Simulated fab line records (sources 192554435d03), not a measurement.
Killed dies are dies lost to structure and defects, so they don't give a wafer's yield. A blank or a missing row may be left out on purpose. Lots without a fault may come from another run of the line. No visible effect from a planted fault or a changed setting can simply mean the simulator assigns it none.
Which tool did it? | flow n5Finfet | 26 wafers from 10 lots sampled at 5 of the route's 1938 steps

== WHAT THE GAUGES READ, wafer by wafer ==
N5_BEOL_M4_RC_MEAS_101.
lot  | measured     | on        | CJ_P
L512 | day 9 07:46  | prober-01 | 5.95 5.61 6.05
L513 | day 9 10:22  | prober-02 | 5.96 5.58 5.98
L515 | day 9 17:10  | prober-02 | 5.76 5.68 5.59
L516 | day 9 23:46  | prober-02 | 5.89 5.91
L517 | day 10 14:59 | prober-01 | 5.83 5.99 5.69
L518 | day 10 23:31 | prober-01 | 5.89 5.61 5.92
L520 | day 10 20:46 | prober-01 | 6.25 6.02 5.83
L522 | day 11 06:28 | prober-01 | 5.90 2.60
L524 | day 11 23:43 | prober-01 | 2.51 5.80
L526 | day 12 07:54 | prober-02 | 5.72 2.34

== WHICH TOOL RAN EACH LOT (tool, then ch and the chambers of the sampled wafers, then the start) ==
lot  | N5_SD_EPI_P_SD_RECESS_17       | N5_BEOL_M4_SPUTTER_86       | N5_BEOL_M4_ANNEAL_87        | N5_BEOL_M4_SPUTTER_96
L512 | rieSi-06 ch 0,2,3, day 4 06:28 | pvdSputter-02, day 9 05:23  | pvdSputter-02, day 9 05:28  | pvdSputter-02, day 9 06:29
L513 | rieSi-05 ch 0,2, day 4 14:20   | pvdSputter-03, day 9 08:01  | pvdSputter-03, day 9 08:05  | pvdSputter-03, day 9 09:07
L515 | rieSi-06 ch 0,1, day 5 03:34   | pvdSputter-03, day 9 14:39  | pvdSputter-03, day 9 14:44  | pvdSputter-03, day 9 15:45
L516 | rieSi-01 ch 2,3, day 5 07:31   | pvdSputter-01, day 9 21:25  | pvdSputter-01, day 9 21:29  | pvdSputter-01, day 9 22:31
L517 | rieSi-06 ch 0,1,2, day 5 12:19 | pvdSputter-01, day 10 12:31 | pvdSputter-01, day 10 12:35 | pvdSputter-01, day 10 13:37
L518 | rieSi-06 ch 0,2, day 5 21:19   | pvdSputter-01, day 10 21:01 | pvdSputter-01, day 10 21:05 | pvdSputter-01, day 10 22:07
L520 | rieSi-06 ch 0,2, day 6 08:29   | pvdSputter-02, day 10 18:32 | pvdSputter-02, day 10 18:37 | pvdSputter-02, day 10 19:38
L522 | rieSi-06 ch 2, day 6 18:32     | pvdSputter-03, day 11 03:55 | pvdSputter-03, day 11 04:00 | pvdSputter-03, day 11 05:01
L524 | rieSi-06 ch 1,2, day 7 05:28   | pvdSputter-02, day 11 21:30 | pvdSputter-02, day 11 21:35 | pvdSputter-02, day 11 22:36
L526 | rieSi-06 ch 2,3, day 7 16:35   | pvdSputter-01, day 12 05:13 | pvdSputter-01, day 12 05:17 | pvdSputter-01, day 12 06:19
- N5_SD_EPI_P_SD_RECESS_17: chemistry HBr/Cl2/O2, target depth 39.1 nm, bt time 3 s.
- N5_BEOL_M4_SPUTTER_86: material Cu, target thk 4.5 nm, time 8.29 s.
- N5_BEOL_M4_ANNEAL_87: time 240 s.
- N5_BEOL_M4_SPUTTER_96: material Cu, target thk 4.5 nm, time 8.29 s.

== THE ANSWER, worked out from the rows above alone ==
Rule: the usual values come from the lots themselves. Put in order of their means at a reading, lots are off if they are a third of the lots or fewer, leave a main group of 4 or more, and stand apart from it by a gap of 3 or more times the standard deviation of the main group's means; of several such gaps the widest counts. A main group whose means are all the same, to the digits that the tables above print for the reading, isn't used. Also off: a lot with no number at a reading for which 4 or more lots have one. Where the step has rows for the other lots, those lots are counted as sound.
Off: L522, L524, L526, seen at N5_BEOL_M4_RC_MEAS_101 (CJ_P). The main group has a mean of 5.85 with a standard deviation of 0.099.
A tool fits if, at a process step before that reading, it ran every lot that is off, and no sound lot after the first of them. Gauges at N5_BEOL_M4_RC_MEAS_101: tried the same way as those tools. One fits: N5_SD_EPI_P_SD_RECESS_17 on rieSi-06. Its last sound lot is L520 (day 6 08:29), its first lot that is off L522 (day 6 18:32): a fault that began between those two fits.

== WHAT THE SIMULATOR PUT IN ==
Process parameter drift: rieSi-06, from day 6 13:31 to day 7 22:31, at N5_SD_EPI_P_SD_RECESS_17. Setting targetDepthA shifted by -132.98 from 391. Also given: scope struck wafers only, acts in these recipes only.
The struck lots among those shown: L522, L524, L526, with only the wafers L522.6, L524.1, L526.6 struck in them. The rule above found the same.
